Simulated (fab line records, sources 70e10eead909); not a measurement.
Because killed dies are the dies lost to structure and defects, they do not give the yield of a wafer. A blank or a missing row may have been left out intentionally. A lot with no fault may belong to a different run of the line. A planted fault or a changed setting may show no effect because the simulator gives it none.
Matching of chambers	flow nand-harc	rie-diel-11 running NHARC_P_BONDPAD_ETCH_37: 4 sister chambers
The step etches the open film in N2/H2, target depth 60 nm, overetch 18 nm, time 65.91 s. 4 wafers are shown with their chamber, then 7 later ones without.

== WAFERS WITH THEIR CHAMBER ==
wafer	chamber	run-length-s (s)
L407.1	2	88.1
L414.6	3	86.6
L421.1	0	86.8
L421.3	1	87.9

== WAFERS MISSING THEIR CHAMBER ==
wafer	run-length-s (s)
L421.6	86.9
L422.1	87.8
L422.2	86.6
L422.6	88.3
L423.3	88.0
L423.4	87.5
L423.6	86.6

== THE CHAMBER EACH PASSED THROUGH ==
wafer	from the rows above	in truth
L421.6	can't be placed: 0 or 3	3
L422.1	can't be placed: 1 or 2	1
L422.2	can't be placed: 3 or 0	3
L422.6	can't be placed: 2 or 1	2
L423.3	can't be placed: 1 or 2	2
L423.4	can't be placed: 1 or 2 or 0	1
L423.6	can't be placed: 3 or 0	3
0 of 7 placed correctly. Cannot be placed on the basis of these rows: 7; the candidates contain the true chamber in 7. 0 placed wrongly.
How it was worked out, from the rows above alone: a wafer's distance from a chamber is the root of the sum, over the readings, of the square of ((its reading less the chamber's mean) divided by the reading's scatter). The wafer belongs to the nearest chamber; if the next one is less than 2 further off, it can't be placed. The mean given for a chamber averages the wafers shown for that chamber. The scatter: root of mean squared gap, hidden wafer to nearest shown wafer, with one shown wafer a chamber.
